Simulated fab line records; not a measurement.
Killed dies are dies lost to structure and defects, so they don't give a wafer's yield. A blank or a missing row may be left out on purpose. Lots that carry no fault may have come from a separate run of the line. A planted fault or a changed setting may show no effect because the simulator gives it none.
Chamber matching :: flow nand harc :: rie diel-09 running NHARC_P_ZERO_WELL_DESCUM_26: 4 sister chambers
The step chemistry O2, time 3 s. 4 wafers are shown with their chamber, then 8 later ones without.

## WAFERS WITH THEIR CHAMBER
wafer: L077.3
chamber: 2
drypump motor current A (A): 5.8

wafer: L081.4
chamber: 3
drypump motor current A (A): 5.2

wafer: L081.6
chamber: 0
drypump motor current A (A): 5.2

wafer: L083.1
chamber: 1
drypump motor current A (A): 5.2

## WAFERS WHOSE CHAMBER IS MISSING
wafer: L083.2
drypump motor current A (A): 5.2

wafer: L083.6
drypump motor current A (A): 5.9

wafer: L086.2
drypump motor current A (A): 5.9

wafer: L086.3
drypump motor current A (A): 5.2

wafer: L086.5
drypump motor current A (A): 5.2

wafer: L087.4
drypump motor current A (A): 5.2

wafer: L087.5
drypump motor current A (A): 5.2

wafer: L087.6
drypump motor current A (A): 5.2

## THE CHAMBER EACH PASSED THROUGH
wafer: L083.2
from the rows above: can't be placed: 0 or 1 or 3
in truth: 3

wafer: L083.6
from the rows above: 2
in truth: 2

wafer: L086.2
from the rows above: 2
in truth: 2

wafer: L086.3
from the rows above: can't be placed: 0 or 1 or 3
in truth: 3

wafer: L086.5
from the rows above: can't be placed: 0 or 1 or 3
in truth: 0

wafer: L087.4
from the rows above: can't be placed: 0 or 1 or 3
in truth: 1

wafer: L087.5
from the rows above: can't be placed: 0 or 1 or 3
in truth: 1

wafer: L087.6
from the rows above: can't be placed: 0 or 1 or 3
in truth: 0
Correct placement for 2 of the 8. Not placeable from these rows: 6 (in 6, the candidates include the true chamber). 0 placed wrongly.
How it was worked out, from the rows above alone: a wafer's distance from a chamber is the root of the sum, over the readings, of the square of ((its reading less the chamber's mean) divided by the reading's scatter). The wafer belongs to the nearest chamber; if the next one is less than 2 further off, it can't be placed. A chamber's mean is the mean of its shown wafers. The scatter (one wafer shown for each chamber): square how far every hidden wafer sits from the nearest shown wafer, average those squares and take the square root.
